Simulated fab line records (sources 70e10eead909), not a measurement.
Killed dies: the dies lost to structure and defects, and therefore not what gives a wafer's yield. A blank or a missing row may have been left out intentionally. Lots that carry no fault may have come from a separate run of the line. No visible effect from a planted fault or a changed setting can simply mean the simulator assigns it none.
Which tool was responsible? :: flow nandHarc :: 39 wafers from 13 lots sampled at 5 of the route's 1159 steps

## WHAT THE GAUGES READ, wafer by wafer
NHARC_END_SORT_01. Usual: killedAtArray 26, standard deviation 8.6; killedAtOther 0.7, standard deviation 0.97; killedAtPeriphery 3.2, standard deviation 2.2; killedDies 30, standard deviation 8.9; killedOpen 3.1, standard deviation 1.8; killedShort 2.2, standard deviation 1.8.
lot: L231
measured: day 23 12:31
on: prober-02
killedAtArray: 30 23 22
killedAtOther: 1 0 0
killedAtPeriphery: 46 39 72
killedDies: 77 62 94
killedOpen: 4 2 0
killedShort: 0 5 1
flag: OFF

lot: L230
measured: day 23 07:05
on: prober-01
killedAtArray: 37 49 36
killedAtOther: 4 2 3
killedAtPeriphery: 49 76 68
killedDies: 90 127 107
killedOpen: 4 4 3
killedShort: 3 1 1
flag: OFF

## TOOL THAT RAN EACH LOT (tool first, then ch and the chambers of the sampled wafers, then the start)
lot: L214
NHARC_P_CONTACT_STRIP_29: wetBench-02 ch 4,5,6, day 5 14:35
NHARC_THIN_TSV_DEGAS_53: pvdSputter-02, day 18 22:17
NHARC_THIN_TSV_PRE_CLEAN_54: pvdSputter-02, day 18 22:21
NHARC_THIN_TSV_ETCH_36: rieMetal-02 ch 0,1, day 18 23:58

lot: L215
NHARC_P_CONTACT_STRIP_29: wetBench-02 ch 0,2,6, day 5 17:11
NHARC_THIN_TSV_DEGAS_53: pvdSputter-01, day 18 23:27
NHARC_THIN_TSV_PRE_CLEAN_54: pvdSputter-01, day 18 23:32
NHARC_THIN_TSV_ETCH_36: rieMetal-03 ch 0,1, day 19 01:09

lot: L216
NHARC_P_CONTACT_STRIP_29: wetBench-09 ch 1,2,3, day 6 01:53
NHARC_THIN_TSV_DEGAS_53: pvdSputter-03, day 19 21:11
NHARC_THIN_TSV_PRE_CLEAN_54: pvdSputter-03, day 19 21:16
NHARC_THIN_TSV_ETCH_36: rieMetal-02 ch 0,1, day 19 22:53

lot: L217
NHARC_P_CONTACT_STRIP_29: wetBench-02 ch 4,5,6, day 6 02:31
NHARC_THIN_TSV_DEGAS_53: pvdSputter-01, day 19 07:32
NHARC_THIN_TSV_PRE_CLEAN_54: pvdSputter-01, day 19 07:42
NHARC_THIN_TSV_ETCH_36: rieMetal-03 ch 0, day 19 09:19

lot: L218
NHARC_P_CONTACT_STRIP_29: wetBench-03 ch 0,1,2, day 6 12:41
NHARC_THIN_TSV_DEGAS_53: pvdSputter-03, day 19 06:13
NHARC_THIN_TSV_PRE_CLEAN_54: pvdSputter-03, day 19 06:17
NHARC_THIN_TSV_ETCH_36: rieMetal-03 ch 0, day 19 07:47

lot: L219
NHARC_P_CONTACT_STRIP_29: wetBench-03 ch 0,2,4, day 7 02:04
NHARC_THIN_TSV_DEGAS_53: pvdSputter-01, day 19 15:34
NHARC_THIN_TSV_PRE_CLEAN_54: pvdSputter-01, day 19 15:38
NHARC_THIN_TSV_ETCH_36: rieMetal-02 ch 0,1, day 19 17:13

lot: L222
NHARC_P_CONTACT_STRIP_29: wetBench-09 ch 2,3,5, day 7 11:04
NHARC_THIN_TSV_DEGAS_53: pvdSputter-02, day 21 01:06
NHARC_THIN_TSV_PRE_CLEAN_54: pvdSputter-02, day 21 01:11
NHARC_THIN_TSV_ETCH_36: rieMetal-01 ch 0,1, day 21 02:47

lot: L221
NHARC_P_CONTACT_STRIP_29: wetBench-03 ch 1,3,7, day 7 11:10
NHARC_THIN_TSV_DEGAS_53: pvdSputter-02, day 21 01:58
NHARC_THIN_TSV_PRE_CLEAN_54: pvdSputter-02, day 21 02:01
NHARC_THIN_TSV_ETCH_36: rieMetal-02 ch 0,1, day 21 03:37

lot: L228
NHARC_P_CONTACT_STRIP_29: wetBench-03 ch 1,2,7, day 9 01:26
NHARC_THIN_TSV_DEGAS_53: pvdSputter-01, day 21 22:13
NHARC_THIN_TSV_PRE_CLEAN_54: pvdSputter-01, day 21 22:18
NHARC_THIN_TSV_ETCH_36: rieMetal-02 ch 0,1, day 21 23:48

lot: L225
NHARC_P_CONTACT_STRIP_29: wetBench-03 ch 3,5,6, day 9 02:27
NHARC_THIN_TSV_DEGAS_53: pvdSputter-01, day 22 00:34
NHARC_THIN_TSV_PRE_CLEAN_54: pvdSputter-01, day 22 00:38
NHARC_THIN_TSV_ETCH_36: rieMetal-01 ch 0,1, day 22 02:17

lot: L226
NHARC_P_CONTACT_STRIP_29: wetBench-02 ch 0,3,4, day 9 03:06
NHARC_THIN_TSV_DEGAS_53: pvdSputter-01, day 21 23:36
NHARC_THIN_TSV_PRE_CLEAN_54: pvdSputter-01, day 21 23:41
NHARC_THIN_TSV_ETCH_36: rieMetal-03 ch 0,1, day 22 01:17

lot: L231
NHARC_P_CONTACT_STRIP_29: wetBench-03 ch 4,5,6, day 9 17:43
NHARC_THIN_TSV_DEGAS_53: pvdSputter-01, day 22 20:08
NHARC_THIN_TSV_PRE_CLEAN_54: pvdSputter-01, day 22 20:13
NHARC_THIN_TSV_ETCH_36: rieMetal-02 ch 0,1, day 22 21:41

lot: L230
NHARC_P_CONTACT_STRIP_29: wetBench-03 ch 1,4,6, day 9 18:26
NHARC_THIN_TSV_DEGAS_53: pvdSputter-03, day 22 18:48
NHARC_THIN_TSV_PRE_CLEAN_54: pvdSputter-03, day 22 18:54
NHARC_THIN_TSV_ETCH_36: rieMetal-01 ch 0,1, day 22 20:31
- NHARC_P_CONTACT_STRIP_29: strips in post etch residue remover, time 1200 s.
- NHARC_THIN_TSV_DEGAS_53: time 60 s.
- NHARC_THIN_TSV_PRE_CLEAN_54: time 30 s.
- NHARC_THIN_TSV_ETCH_36: etches the open film in Cl2/BCl3, target depth 65 nm, time 18.571 s.

## AS READ BY THE TOOLS THEMSELVES (means over the sampled wafers that have a number; for cases with no such wafer, the mark the record gives instead)
NHARC_P_CONTACT_STRIP_29. Usual: tempC reads 72.51 C (standard deviation 0.11).
lot: L214
tool: wetBench-02
tempC (C): 72.45
flag: 

lot: L215
tool: wetBench-02
tempC (C): 72.53
flag: 

lot: L216
tool: wetBench-09
tempC (C): 72.54
flag: 

lot: L217
tool: wetBench-02
tempC (C): 72.53
flag: 

lot: L218
tool: wetBench-03
tempC (C): 72.39
flag: 

lot: L219
tool: wetBench-03
tempC (C): 72.50
flag: 

lot: L222
tool: wetBench-09
tempC (C): 72.63
flag: 

lot: L221
tool: wetBench-03
tempC (C): 72.45
flag: 

lot: L228
tool: wetBench-03
tempC (C): 72.49
flag: 

lot: L225
tool: wetBench-03
tempC (C): 72.63
flag: 

lot: L226
tool: wetBench-02
tempC (C): 72.44
flag: 

lot: L231
tool: wetBench-03
tempC (C): 72.47
flag: 

lot: L230
tool: wetBench-03
tempC (C): 72.52
flag: 

NHARC_THIN_TSV_DEGAS_53. Usual: heaterPowerW 492 W, standard deviation 48; susceptorTempC 300.00 C, standard deviation 0.16.
lot: L214
tool: pvdSputter-02
heaterPowerW (W): 447
susceptorTempC (C): 300.05
flag: 

lot: L215
tool: pvdSputter-01
heaterPowerW (W): 490
susceptorTempC (C): -
flag: OFF

lot: L216
tool: pvdSputter-03
heaterPowerW (W): 519
susceptorTempC (C): -
flag: OFF

lot: L217
tool: pvdSputter-01
heaterPowerW (W): 479
susceptorTempC (C): 300.06
flag: 

lot: L218
tool: pvdSputter-03
heaterPowerW (W): 507
susceptorTempC (C): 299.88
flag: 

lot: L219
tool: pvdSputter-01
heaterPowerW (W): 492
susceptorTempC (C): -
flag: OFF

lot: L222
tool: pvdSputter-02
heaterPowerW (W): 459
susceptorTempC (C): 299.92
flag: 

lot: L221
tool: pvdSputter-02
heaterPowerW (W): 471
susceptorTempC (C): 300.02
flag: 

lot: L228
tool: pvdSputter-01
heaterPowerW (W): 502
susceptorTempC (C): 300.11
flag: 

lot: L225
tool: pvdSputter-01
heaterPowerW (W): 481
susceptorTempC (C): 300.11
flag: 

lot: L226
tool: pvdSputter-01
heaterPowerW (W): 508
susceptorTempC (C): -
flag: OFF

lot: L231
tool: pvdSputter-01
heaterPowerW (W): 480
susceptorTempC (C): 299.90
flag: 

lot: L230
tool: pvdSputter-03
heaterPowerW (W): 517
susceptorTempC (C): 299.91
flag: 

NHARC_THIN_TSV_PRE_CLEAN_54. Usual: heaterPowerW 433 W, standard deviation 45; susceptorTempC 279.99 C, standard deviation 0.18.
lot: L214
tool: pvdSputter-02
heaterPowerW (W): 414
susceptorTempC (C): 279.98
flag: 

lot: L215
tool: pvdSputter-01
heaterPowerW (W): 402
susceptorTempC (C): 280.08
flag: 

lot: L216
tool: pvdSputter-03
heaterPowerW (W): 453
susceptorTempC (C): 279.86
flag: 

lot: L217
tool: pvdSputter-01
heaterPowerW (W): 437
susceptorTempC (C): 279.99
flag: 

lot: L218
tool: pvdSputter-03
heaterPowerW (W): 517
susceptorTempC (C): 279.93
flag: 

lot: L219
tool: pvdSputter-01
heaterPowerW (W): 424
susceptorTempC (C): 280.02
flag: 

lot: L222
tool: pvdSputter-02
heaterPowerW (W): 400
susceptorTempC (C): 280.08
flag: 

lot: L221
tool: pvdSputter-02
heaterPowerW (W): 414
susceptorTempC (C): 280.01
flag: 

lot: L228
tool: pvdSputter-01
heaterPowerW (W): 405
susceptorTempC (C): -
flag: OFF

lot: L225
tool: pvdSputter-01
heaterPowerW (W): 408
susceptorTempC (C): 280.01
flag: 

lot: L226
tool: pvdSputter-01
heaterPowerW (W): 450
susceptorTempC (C): 279.93
flag: 

lot: L231
tool: pvdSputter-01
heaterPowerW (W): 450
susceptorTempC (C): -
flag: OFF

lot: L230
tool: pvdSputter-03
heaterPowerW (W): 477
susceptorTempC (C): 280.18
flag: 

NHARC_THIN_TSV_ETCH_36. Usual: chamberPressureMTorr 10.001 mTorr, standard deviation 0.0097; drypumpMotorCurrentA 5.6 A, standard deviation 0.54; oesProductAu 1.000 a.u., standard deviation 0.0068.
lot: L214
tool: rieMetal-02
chamberPressureMTorr (mTorr): 10.012
drypumpMotorCurrentA (A): 5.1
oesProductAu (a.u.): 0.996
flag: 

lot: L215
tool: rieMetal-03
chamberPressureMTorr (mTorr): 9.996
drypumpMotorCurrentA (A): 5.6
oesProductAu (a.u.): 0.999
flag: 

lot: L216
tool: rieMetal-02
chamberPressureMTorr (mTorr): 10.009
drypumpMotorCurrentA (A): 5.3
oesProductAu (a.u.): 0.993
flag: 

lot: L217
tool: rieMetal-03
chamberPressureMTorr (mTorr): 9.997
drypumpMotorCurrentA (A): 6.5
oesProductAu (a.u.): 0.999
flag: 

lot: L218
tool: rieMetal-03
chamberPressureMTorr (mTorr): 10.003
drypumpMotorCurrentA (A): 6.5
oesProductAu (a.u.): 0.998
flag: 

lot: L219
tool: rieMetal-02
chamberPressureMTorr (mTorr): 10.010
drypumpMotorCurrentA (A): 5.3
oesProductAu (a.u.): 1.001
flag: 

lot: L222
tool: rieMetal-01
chamberPressureMTorr (mTorr): 9.999
drypumpMotorCurrentA (A): 5.8
oesProductAu (a.u.): 0.992
flag: 

lot: L221
tool: rieMetal-02
chamberPressureMTorr (mTorr): 10.001
drypumpMotorCurrentA (A): 5.3
oesProductAu (a.u.): 1.004
flag: 

lot: L228
tool: rieMetal-02
chamberPressureMTorr (mTorr): 10.007
drypumpMotorCurrentA (A): 5.1
oesProductAu (a.u.): 1.005
flag: 

lot: L225
tool: rieMetal-01
chamberPressureMTorr (mTorr): 9.995
drypumpMotorCurrentA (A): 5.8
oesProductAu (a.u.): 0.992
flag: 

lot: L226
tool: rieMetal-03
chamberPressureMTorr (mTorr): 10.009
drypumpMotorCurrentA (A): 6.1
oesProductAu (a.u.): 1.001
flag: 

lot: L231
tool: rieMetal-02
chamberPressureMTorr (mTorr): 9.999
drypumpMotorCurrentA (A): 5.3
oesProductAu (a.u.): 1.001
flag: 

lot: L230
tool: rieMetal-01
chamberPressureMTorr (mTorr): 9.998
drypumpMotorCurrentA (A): 5.9
oesProductAu (a.u.): 1.013
flag: 

## THE ANSWER, worked out from the rows above alone
Rule: a lot counts as off when the mean over its wafers that have a number is more than 3 standard deviations away from the usual mean. Also off: a lot with no number at a reading for which 4 or more lots have one. Where the step has rows for the other lots, those lots are counted as sound. Order of review: gauges by route order, followed by the tools' own readings, for which a lot's mean as printed above is used. At the first step where some lot is off, the reading lying furthest off is the one used; lots without a number count as furthest.
Off: L231, L230 (NHARC_END_SORT_01, killedAtPeriphery). Neither off nor sound, because the step has no rows for them: L214, L215, L216, L217, L218, L219, L222, L221, L228, L225, L226.
A tool fits if, at a process step before that reading, it ran every lot that is off, and no sound lot after the first of them. Those tools and the gauges at NHARC_END_SORT_01 are tried in the same way. One candidate fits, namely wetBench-03 at NHARC_P_CONTACT_STRIP_29. It ran no sound lot before its first lot that is off in this sample, so the start can't be narrowed down.

## WHAT THE SIMULATOR HAD INSERTED
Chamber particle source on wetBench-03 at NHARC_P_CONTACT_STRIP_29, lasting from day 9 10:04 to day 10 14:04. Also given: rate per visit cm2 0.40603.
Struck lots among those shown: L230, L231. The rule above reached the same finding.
